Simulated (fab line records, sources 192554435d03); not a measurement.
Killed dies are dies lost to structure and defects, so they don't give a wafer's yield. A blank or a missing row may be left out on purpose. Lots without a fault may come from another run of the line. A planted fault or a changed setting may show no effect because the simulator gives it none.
fab line records | flow n5_finfet | part 1 of 2: steps 1 to 23 of 37
record lots=5 wafers=15 last_day=16
route steps=1938 shown BEOL_M3@932
lots that met no fault: from a run of the same line without faults
start_h: hours from the record's first day to the start of the lot's first wafer shown | wait_h: hours since the lot's step before | " the same as in the row above | L1.1+2: a row that stands for several wafers | - no value, or no start given | * or withheld: withheld | < > ~ a bound
route shown NAME@n: a module of which the file shows steps, and the number in the route of the first | usual: mean/standard deviation of fault-free wafers | same: alike in all rows | chamber/n: place in a boat | sites: the reading at each site | _std_site: their standard deviation | _edge_site: outer sites' mean less inner sites' | radius_mm: how far each site lies from the wafer's centre | mask NAME#n: copy n | behind: the tool/chamber that last shaped the wafer | hold: why the lot was held/for how many hours/how that ended | device: the transistor (n, p or np) that didn't switch | end of line: the same wafers' tests at the end of the route | a step without rows: its recipe alone | killed: dies lost to structure and defects at the first sort, not the wafer's yield | map: a wafer's dies, x killed, . not, _ none there
set.NAME: the setting as run; set.NAME@STEP: as run at that earlier step | model.NAME: the simulator's own value behind a step, which no gauge read
lots at some steps of the route; a table a step, a row a wafer
services: from which hour (start_h, from the record's first day; less than 0 if before it) a tool's chamber was out of use, for how many hours, and why
## steps
# step N5_BEOL_M3_THK_MEAS_01
# recipe reads=SiOC_of_BEOL_M3_ILD_DEP_00
# usual M3_ILD_THK=79.0/1.1
# columns lot.wafer tool chamber start_h wait_h M3_ILD_THK[nm]
L074.4 film_metro-01 - 147.06 0.1 80.4
L074.5 " - " " 82.0
L074.6 " - " " 80.3
L088.1 film_metro-02 - 229.03 0.0 77.7
L088.3 " - " " 77.8
L088.4 " - " " 79.3
L089.1 film_metro-01 - 238.33 0.0 80.3
L089.2 " - " " 78.8
L089.6 " - " " 81.8
L093.4 film_metro-01 - 267.36 0.0 79.5
L093.5 " - " " 80.5
L093.6 " - " " 81.1
L094.1 film_metro-01 - 270.50 0.0 77.7
L094.2 " - " " 78.8
L094.3 " - " " 77.8
# step N5_BEOL_M3_PECVD_72
# recipe material=SiO2 target_thk_a=160 temp_c=400 precursor=TEOS/O2 pressure_torr=5.5 rf_w=450 teos_flow_sccm=53.8 gas=O2 flow_sccm=3000 time_s=18
# usual heater_power_outer_w=386/62 heater_power_w=662/80 showerhead_plenum_p_Torr=8.81/0.08 throttle_valve_pct=22.3/1.1
# columns lot.wafer tool chamber start_h wait_h heater_power_outer_w heater_power_w showerhead_plenum_p_Torr throttle_valve_pct
L074.4 pecvd-03 0 147.11 0.1 349 650 8.89 22.3
L074.5 " 1 " " 430 672 8.72 23.4
L074.6 " 2 " " 338 569 8.81 21.7
L088.1 pecvd-04 0 229.06 0.0 410 720 8.76 22.3
L088.3 " 1 " " 411 687 8.97 22.6
L088.4 " 0 " " 403 707 8.77 21.9
L089.1 pecvd-03 2 238.36 0.0 309 518 8.77 21.6
L089.2 " 0 " " 360 670 8.89 22.3
L089.6 " 1 " " 409 655 8.70 23.5
L093.4 pecvd-01 2 267.41 0.1 534 889 8.80 20.9
L093.5 " 1 " " 335 652 8.89 23.9
L093.6 " 2 " " 544 886 8.83 20.8
L094.1 pecvd-03 0 270.54 0.0 428 768 8.88 22.1
L094.2 " 2 " " 333 560 8.81 21.6
L094.3 " 1 " " 370 607 8.72 23.3
# step N5_BEOL_M3_HM_DEP_02
# recipe material=TiN target_thk_a=200 temp_c=25 chamber_pressure_pa=0.49996
# usual throttle_valve_pct=29.7/0.97
# columns lot.wafer tool chamber start_h wait_h throttle_valve_pct
L074.4 pvd_sputter-01 - 147.42 0.3 28.4
L074.5 " - " " 28.8
L074.6 " - " " 30.4
L088.1 pvd_sputter-03 - 230.61 1.5 27.9
L088.3 " - " " 31.0
L088.4 " - " " 29.4
L089.1 pvd_sputter-02 - 238.77 0.4 28.8
L089.2 " - " " 29.8
L089.6 " - " " 30.1
L093.4 pvd_sputter-01 - 270.13 2.7 30.4
L093.5 " - " " 28.2
L093.6 " - " " 31.4
L094.1 pvd_sputter-01 - 271.03 0.5 30.4
L094.2 " - " " 28.2
L094.3 " - " " 31.3
# step N5_BEOL_M3_COAT_61
# recipe resist=SOC temp_c=250 time_s=60 spin_rpm=1500 resist_thk_nm=60
# columns lot.wafer tool chamber start_h wait_h
L074.4+5+6 litho_track-05 0 147.54 0.1
L088.1+3+4 litho_track-04 0 230.73 0.1
L089.1+2+6 litho_track-05 0 238.90 0.1
L093.4+5+6 litho_track-05 0 270.26 0.1
L094.1+2+3 litho_track-05 0 271.15 0.1
# step N5_BEOL_M3_COAT_62
# recipe resist=SiARC temp_c=220 time_s=60 spin_rpm=1500 resist_thk_nm=12
# columns lot.wafer tool chamber start_h wait_h
L074.4+5+6 litho_track-05 0 - -
L088.1+3+4 litho_track-04 0 - -
L089.1+2+6 litho_track-05 0 - -
L093.4+5+6 litho_track-05 0 - -
L094.1+2+3 litho_track-05 0 - -
# step N5_BEOL_M3_COAT_73
# recipe resist=underlayer temp_c=205 time_s=60 spin_rpm=1500 resist_thk_nm=5
# columns lot.wafer tool chamber start_h wait_h
L074.4+5+6 litho_track-05 0 - -
L088.1+3+4 litho_track-04 0 - -
L089.1+2+6 litho_track-05 0 - -
L093.4+5+6 litho_track-05 0 - -
L094.1+2+3 litho_track-05 0 - -
# step N5_BEOL_M3_COAT_05
# recipe resist=CAR-EUV spin_rpm=1500 resist_thk_nm=30
# columns lot.wafer tool chamber start_h wait_h
L074.4+5+6 litho_track-05 0 - -
L088.1+3+4 litho_track-04 0 - -
L089.1+2+6 litho_track-05 0 - -
L093.4+5+6 litho_track-05 0 - -
L094.1+2+3 litho_track-05 0 - -
# step N5_BEOL_M3_EBR_07
# recipe solvent=PGMEA ebr_width_mm=1.5
# columns lot.wafer tool chamber start_h wait_h
L074.4+5+6 litho_track-05 0 - -
L088.1+3+4 litho_track-04 0 - -
L089.1+2+6 litho_track-05 0 - -
L093.4+5+6 litho_track-05 0 - -
L094.1+2+3 litho_track-05 0 - -
# step N5_BEOL_M3_SOFTBAKE_06
# recipe temp_c=110 time_s=60 resist=CAR-EUV
# columns lot.wafer tool chamber start_h wait_h
L074.4+5+6 litho_track-05 0 - -
L088.1+3+4 litho_track-04 0 - -
L089.1+2+6 litho_track-05 0 - -
L093.4+5+6 litho_track-05 0 - -
L094.1+2+3 litho_track-05 0 - -
# step N5_BEOL_M3_EXPOSE_08
# recipe mask_id=M3 na=0.33 source_shape=dipole sigma_inner=0.369 sigma_outer=0.767 polarization=unpolarized dose_mj=33
# same sigma_inner=0.369 sigma_outer=0.767
# columns lot.wafer tool chamber start_h wait_h mask
L074.4+5+6 euv_scanner-01 0 147.82 - M3#0
L088.1+3+4 euv_scanner-01 0 230.87 - M3#0
L089.1+2+6 euv_scanner-02 0 239.04 - M3#0
L093.4+5+6 euv_scanner-01 0 270.53 - M3#0
L094.1+2+3 euv_scanner-02 0 271.42 - M3#0
# step N5_BEOL_M3_PEB_09
# recipe peb_temp_c=100 peb_time_s=60 resist=CAR-EUV
# columns lot.wafer tool chamber start_h wait_h
L074.4+5+6 litho_track-04 0 147.87 0.0
L088.1+3+4 litho_track-04 0 230.93 0.1
L089.1+2+6 litho_track-05 0 239.09 0.1
L093.4+5+6 litho_track-04 0 270.58 0.0
L094.1+2+3 litho_track-03 0 271.47 0.1
# step N5_BEOL_M3_DEVELOP_10
# recipe develop_time_s=30 developer=TMAH resist=CAR-EUV rinse_liquid=surfactant_rinse dry=air_spin dev_temp_c=23
# columns lot.wafer tool chamber start_h wait_h
L074.4+5+6 litho_track-04 0 - -
L088.1+3+4 litho_track-04 0 - -
L089.1+2+6 litho_track-05 0 - -
L093.4+5+6 litho_track-04 0 - -
L094.1+2+3 litho_track-03 0 - -
# step N5_BEOL_M3_CD_MEAS_11
# recipe target_cd_nm=17.05 landing_energy_ev=500 detector=se_inlens polarity=opening
# usual cd_nm=17.09/0.25
# columns lot.wafer tool chamber start_h wait_h cd_nm
L074.4 cd_sem-03 0 147.93 - 16.77
L074.5 " 0 " " 16.97
L074.6 " 0 " " 17.46
L088.1 cd_sem-03 0 231.00 - 16.99
L088.3 " 0 " " 17.00
L088.4 " 0 " " 17.00
L089.1 cd_sem-03 0 239.16 - 17.16
L089.2 " 0 " " 16.95
L089.6 " 0 " " 17.01
L093.4 cd_sem-01 0 270.65 - 17.44
L093.5 " 0 " " 17.16
L093.6 " 0 " " 16.76
L094.1 cd_sem-02 0 271.54 - 17.52
L094.2 " 0 " " 17.34
L094.3 " 0 " " 17.19
# step N5_BEOL_M3_OVL_MEAS_12
# recipe points_per_wafer=522
# usual M3_OVL=-0.2/0.64
# columns lot.wafer tool chamber start_h wait_h M3_OVL[nm]
L074.4 overlay-02 0 147.98 0.0 0.3
L074.5 " 0 " " -1.2
L074.6 " 0 " " -0.5
L088.1 overlay-01 0 231.03 0.0 -0.8
L088.3 " 0 " " -0.6
L088.4 " 0 " " -0.8
L089.1 overlay-01 0 239.19 0.0 1.1
L089.2 " 0 " " -0.3
L089.6 " 0 " " -0.6
L093.4 overlay-01 0 270.69 0.0 -0.3
L093.5 " 0 " " -0.1
L093.6 " 0 " " -0.2
L094.1 overlay-02 0 271.57 0.0 0.1
L094.2 " 0 " " 0.2
L094.3 " 0 " " 0.4
# step N5_BEOL_M3_INSPECT_13
# recipe mode=adi inspect_instrument=brightfield
# usual raw_defect_count=402/120
# columns lot.wafer tool chamber start_h wait_h raw_defect_count
L074.4 defect_inspect-02 - 148.02 0.0 344
L074.5 " - " " 335
L074.6 " - " " 421
L088.1 defect_inspect-01 - 231.08 0.1 407
L088.3 " - " " 504
L088.4 " - " " 468
L089.1 defect_inspect-02 - 239.25 0.1 498
L089.2 " - " " 466
L089.6 " - " " 362
L093.4 defect_inspect-02 - 270.73 0.0 390
L093.5 " - " " 358
L093.6 " - " " 331
L094.1 defect_inspect-02 - 271.63 0.1 510
L094.2 " - " " 511
L094.3 " - " " 615
# step N5_BEOL_M3_DESCUM_16
# recipe chemistry=O2 time_s=7 source_power_w=50 bias_power_w=20 pressure_mtorr=20 rf_frequency_hz=2.712e+07 temp_c=40 resist=CAR-EUV o2_flow_sccm=225
# usual drypump_motor_current_A=5.6/0.35 o2_flow_sccm=224.9/0.72 oes_product_au=0.79/0.073 rf_vpp_V=243.5/1.4 showerhead_plenum_p_Torr=2.11/0.079 throttle_valve_pct=20.3/0.31
# columns lot.wafer tool chamber start_h wait_h drypump_motor_current_A o2_flow_sccm oes_product_au rf_hours_counter_h rf_vpp_V showerhead_plenum_p_Torr throttle_valve_pct
L074.4 rie_diel-06 0 148.11 0.1 5.7 225.3 0.92 30 241.5 2.04 20.4
L074.5 " 3 " " 5.3 225.4 0.86 - 245.1 2.21 20.4
L074.6 " 2 " " 5.2 225.2 0.71 - 242.8 2.06 20.6
L088.1 rie_diel-03 1 231.12 0.0 6.0 225.1 0.79 96 244.3 2.19 20.0
L088.3 " 0 " " 5.2 224.2 0.82 74 244.3 2.22 20.1
L088.4 " 2 " " 5.2 224.7 0.75 178 240.5 1.98 19.9
L089.1 rie_diel-03 1 239.36 0.1 6.0 226.4 0.79 100 243.5 2.19 20.0
L089.2 " 2 " " 5.2 223.9 0.74 181 243.3 1.98 19.9
L089.6 " 0 " " 5.2 224.5 0.83 - 245.2 2.22 20.1
L093.4 rie_diel-06 0 270.77 0.0 5.8 224.9 0.87 64 242.3 2.03 20.4
L093.5 " 1 " " 5.9 224.6 0.83 - 242.6 2.10 19.8
L093.6 " 0 " " 5.8 223.9 0.86 - 243.3 2.03 20.4
L094.1 rie_diel-06 2 271.67 0.0 5.2 224.6 0.69 237 243.2 2.05 20.6
L094.2 " 1 " " 5.9 224.9 0.83 66 243.6 2.10 19.8
L094.3 " 3 " " 5.3 224.7 0.80 91 244.8 2.20 20.4
# step N5_BEOL_M3_ETCH_74
# recipe chemistry=N2/H2 target=underlayer target_depth_a=65 mask_material=CAR-EUV time_s=5.2 ion_energy_ev=200 pressure_mtorr=30 source_w=840 bias_w=150 n2_flow_sccm=200 h2_flow_sccm=200 ends=cleared
# usual drypump_motor_current_A=5.6/0.35 etch_rf_on_time_s=5.21/0.093 oes_product_au=0.67/0.061 rf_vpp_V=524.5/2.7 showerhead_plenum_p_Torr=2.57/0.094 throttle_valve_pct=17.8/0.34
# columns lot.wafer tool chamber start_h wait_h drypump_motor_current_A etch_rf_on_time_s oes_product_au rf_hours_counter_h rf_vpp_V showerhead_plenum_p_Torr throttle_valve_pct
L074.4 rie_diel-06 0 148.15 0.0 5.8 5.33 0.77 30 521.9 2.47 17.6
L074.5 " 3 " " 5.3 5.12 0.73 - 527.6 2.68 17.8
L074.6 " 2 " " 5.2 5.22 0.61 - 523.2 2.53 18.2
L088.1 rie_diel-03 1 231.15 0.0 6.0 5.33 0.67 96 528.6 2.68 17.4
L088.3 " 0 " " 5.2 5.14 0.69 74 525.6 2.69 17.6
L088.4 " 2 " " 5.2 5.24 0.63 178 520.2 2.44 17.6
L089.1 rie_diel-03 1 239.39 0.0 6.0 5.35 0.67 100 527.7 2.68 17.4
L089.2 " 2 " " 5.3 5.35 0.62 181 520.6 2.44 17.6
L089.6 " 0 " " 5.2 5.25 0.68 - 527.7 2.69 17.6
L093.4 rie_diel-06 0 270.80 0.0 5.8 5.30 0.72 64 524.8 2.46 17.7
L093.5 " 1 " " 5.9 5.16 0.72 - 525.3 2.57 17.3
L093.6 " 0 " " 5.8 5.27 0.72 - 522.4 2.46 17.7
L094.1 rie_diel-06 2 271.70 0.0 5.2 5.19 0.59 237 525.3 2.51 18.2
L094.2 " 1 " " 5.9 5.16 0.72 66 526.5 2.57 17.3
L094.3 " 3 " " 5.3 5.12 0.70 91 526.8 2.66 17.8
# step N5_BEOL_M3_ETCH_63
# recipe chemistry=CF4 target=SiARC target_depth_a=156 mask_material=CAR-EUV time_s=26 ion_energy_ev=80 pressure_mtorr=40 source_w=545 bias_w=36 Ar_flow_sccm=100 cf4_flow_sccm=100 ends=cleared
# usual drypump_motor_current_A=5.6/0.36 etch_rf_on_time_s=26.0/0.42 oes_product_au=0.68/0.06 rf_vpp_V=184.2/1.1 showerhead_plenum_p_Torr=2.16/0.077 throttle_valve_pct=15.5/0.31
# columns lot.wafer tool chamber start_h wait_h drypump_motor_current_A etch_rf_on_time_s oes_product_au rf_hours_counter_h rf_vpp_V showerhead_plenum_p_Torr throttle_valve_pct
L074.4 rie_diel-06 0 148.16 0.0 5.8 26.2 0.78 30 184.8 2.09 15.6
L074.5 " 3 " " 5.3 25.6 0.74 - 184.0 2.27 15.6
L074.6 " 2 " " 5.2 25.9 0.61 - 184.5 2.14 16.0
L088.1 rie_diel-03 1 231.17 0.0 6.0 26.6 0.67 96 185.7 2.25 15.2
L088.3 " 0 " " 5.3 26.0 0.69 74 185.1 2.27 15.3
L088.4 " 2 " " 5.2 26.3 0.63 178 182.5 2.05 15.3
L089.1 rie_diel-03 1 239.41 0.0 5.9 26.9 0.66 100 185.3 2.25 15.2
L089.2 " 2 " " 5.2 26.4 0.63 181 183.7 2.04 15.3
L089.6 " 0 " " 5.3 26.0 0.70 - 186.0 2.26 15.3
L093.4 rie_diel-06 0 270.82 0.0 5.8 26.0 0.75 64 182.6 2.08 15.6
L093.5 " 1 " " 5.9 25.8 0.72 - 184.5 2.16 15.1
L093.6 " 0 " " 5.8 25.9 0.74 - 184.7 2.08 15.6
L094.1 rie_diel-06 2 271.72 0.0 5.2 26.3 0.59 237 182.7 2.13 16.1
L094.2 " 1 " " 5.9 25.7 0.71 66 183.8 2.16 15.1
L094.3 " 3 " " 5.3 25.8 0.70 91 185.6 2.26 15.7
# step N5_BEOL_M3_ETCH_64
# recipe chemistry=N2/H2 target=SOC target_depth_a=750 overetch_a=150 mask_material=SiARC temp_c=40 time_s=112.5 ion_energy_ev=200 pressure_mtorr=30 source_w=840 bias_w=150 n2_flow_sccm=200 h2_flow_sccm=200
# usual drypump_motor_current_A=5.6/0.36 oes_product_au=0.62/0.055 rf_vpp_V=524.6/2.7 showerhead_plenum_p_Torr=2.57/0.094 throttle_valve_pct=17.7/0.34
# columns lot.wafer tool chamber start_h wait_h drypump_motor_current_A oes_product_au rf_hours_counter_h rf_vpp_V showerhead_plenum_p_Torr throttle_valve_pct
L074.4 rie_diel-06 0 148.19 0.0 5.8 0.72 30 521.6 2.47 17.6
L074.5 " 3 " " 5.3 0.68 - 527.5 2.68 17.7
L074.6 " 2 " " 5.2 0.57 - 523.6 2.53 18.1
L088.1 rie_diel-03 1 231.20 0.0 6.0 0.62 96 527.0 2.68 17.4
L088.3 " 0 " " 5.3 0.64 74 528.8 2.69 17.5
L088.4 " 2 " " 5.2 0.59 178 521.6 2.44 17.5
L089.1 rie_diel-03 1 239.44 0.0 6.0 0.62 100 527.4 2.68 17.4
L089.2 " 2 " " 5.2 0.58 181 520.9 2.44 17.5
L089.6 " 0 " " 5.3 0.64 - 528.5 2.69 17.5
L093.4 rie_diel-06 0 270.84 0.0 5.8 0.68 64 523.1 2.46 17.6
L093.5 " 1 " " 5.9 0.66 - 526.3 2.57 17.3
L093.6 " 0 " " 5.8 0.69 - 522.2 2.46 17.7
L094.1 rie_diel-06 2 271.74 0.0 5.3 0.55 237 523.2 2.51 18.2
L094.2 " 1 " " 5.9 0.67 66 525.5 2.57 17.3
L094.3 " 3 " " 5.3 0.64 91 527.1 2.66 17.8
# step N5_BEOL_M3_STRIP_65
# recipe chemistry=N2/H2 temp_c=40 n2_flow_sccm=200 h2_flow_sccm=200 rf_frequency_hz=6e+07
# columns lot.wafer tool chamber start_h wait_h
L074.4+5+6 rie_diel-06 0,3,2 148.30 0.1
L088.1+3+4 rie_diel-03 1,0,2 231.31 0.1
L089.1+2+6 rie_diel-03 1,2,0 239.54 0.1
L093.4+5+6 rie_diel-06 0,1,0 270.95 0.1
L094.1+2+3 rie_diel-06 2,1,3 271.85 0.1
# step N5_BEOL_M3_STRIP_75
# recipe chemistry=N2/H2 temp_c=40 n2_flow_sccm=200 h2_flow_sccm=200 rf_frequency_hz=6e+07
# columns lot.wafer tool chamber start_h wait_h
L074.4+5+6 rie_diel-06 0,3,2 148.31 0.0
L088.1+3+4 rie_diel-03 1,0,2 231.32 0.0
L089.1+2+6 rie_diel-03 1,2,0 239.55 0.0
L093.4+5+6 rie_diel-06 0,1,0 270.96 0.0
L094.1+2+3 rie_diel-06 2,1,3 271.86 0.0
# step N5_BEOL_M3_STRIP_66
# recipe chemistry=CF4 resist=SiARC power_w=300 bias_power_w=75 pressure_mtorr=50 cf4_flow_sccm=150 rf_frequency_hz=6e+07
# usual drypump_motor_current_A=5.6/0.36 oes_product_au=0.78/0.069 rf_vpp_V=271.4/1.6 showerhead_plenum_p_Torr=1.82/0.061 throttle_valve_pct=13.5/0.31
# columns lot.wafer tool chamber start_h wait_h drypump_motor_current_A oes_product_au rf_hours_counter_h rf_vpp_V showerhead_plenum_p_Torr throttle_valve_pct
L074.4 rie_diel-06 0 148.32 0.0 5.8 0.90 30 267.8 1.77 13.6
L074.5 " 3 " " 5.3 0.84 - 274.1 1.91 13.6
L074.6 " 2 " " 5.2 0.71 - 272.2 1.80 14.0
L088.1 rie_diel-03 1 231.33 0.0 6.0 0.78 97 272.2 1.90 13.3
L088.3 " 0 " " 5.2 0.81 74 273.4 1.89 13.2
L088.4 " 2 " " 5.2 0.73 178 270.9 1.73 13.4
L089.1 rie_diel-03 1 239.56 0.0 6.0 0.78 100 272.2 1.90 13.3
L089.2 " 2 " " 5.3 0.74 181 268.1 1.72 13.4
L089.6 " 0 " " 5.3 0.80 - 272.9 1.89 13.2
L093.4 rie_diel-06 0 270.97 0.0 5.8 0.86 64 270.6 1.76 13.7
L093.5 " 1 " " 5.9 0.83 - 270.4 1.82 13.1
L093.6 " 0 " " 5.8 0.85 - 269.4 1.76 13.6
L094.1 rie_diel-06 2 271.87 0.0 5.2 0.68 237 267.8 1.79 14.0
L094.2 " 1 " " 5.9 0.82 66 271.9 1.82 13.1
L094.3 " 3 " " 5.3 0.81 91 271.9 1.90 13.7
# step N5_BEOL_M3_HM_OPEN_17
# recipe chemistry=Cl2/BCl3 target_depth_a=200 overetch_a=60 target=TiN mask_material=SOC ion_energy_ev=150 pressure_mtorr=10 icp_w=1000 bias_w=126 Cl2_flow_sccm=53.25 bcl3_flow_sccm=21.75 Ar_flow_sccm=25
# usual drypump_motor_current_A=5.9/0.35 oes_product_au=0.65/0.1 throttle_valve_pct=22.32/0.22
# columns lot.wafer tool chamber start_h wait_h drypump_motor_current_A oes_product_au rf_hours_counter_h throttle_valve_pct
L074.4 rie_metal-02 1 148.39 0.1 5.5 0.60 - 22.48
L074.5 " 1 " " 5.5 0.60 - 22.50
L074.6 " 0 " " 6.1 0.80 - 22.01
L088.1 rie_metal-03 0 231.37 0.0 6.0 0.71 29 22.51
L088.3 " 1 " " 6.0 0.53 - 22.17
L088.4 " 0 " " 6.0 0.70 - 22.50
L089.1 rie_metal-03 0 239.60 0.0 6.1 0.69 30 22.50
L089.2 " 1 " " 6.0 0.52 124 22.19
L089.6 " 1 " " 6.0 0.53 - 22.20
L093.4 rie_metal-02 1 271.04 0.1 5.5 0.57 - 22.51
L093.5 " 1 " " 5.5 0.58 - 22.50
L093.6 " 0 " " 6.1 0.73 - 22.06
L094.1 rie_metal-03 1 271.92 0.0 6.0 0.84 0 21.91
L094.2 " 0 " " 6.1 0.68 32 22.51
L094.3 " 1 " " 6.0 0.83 - 21.92
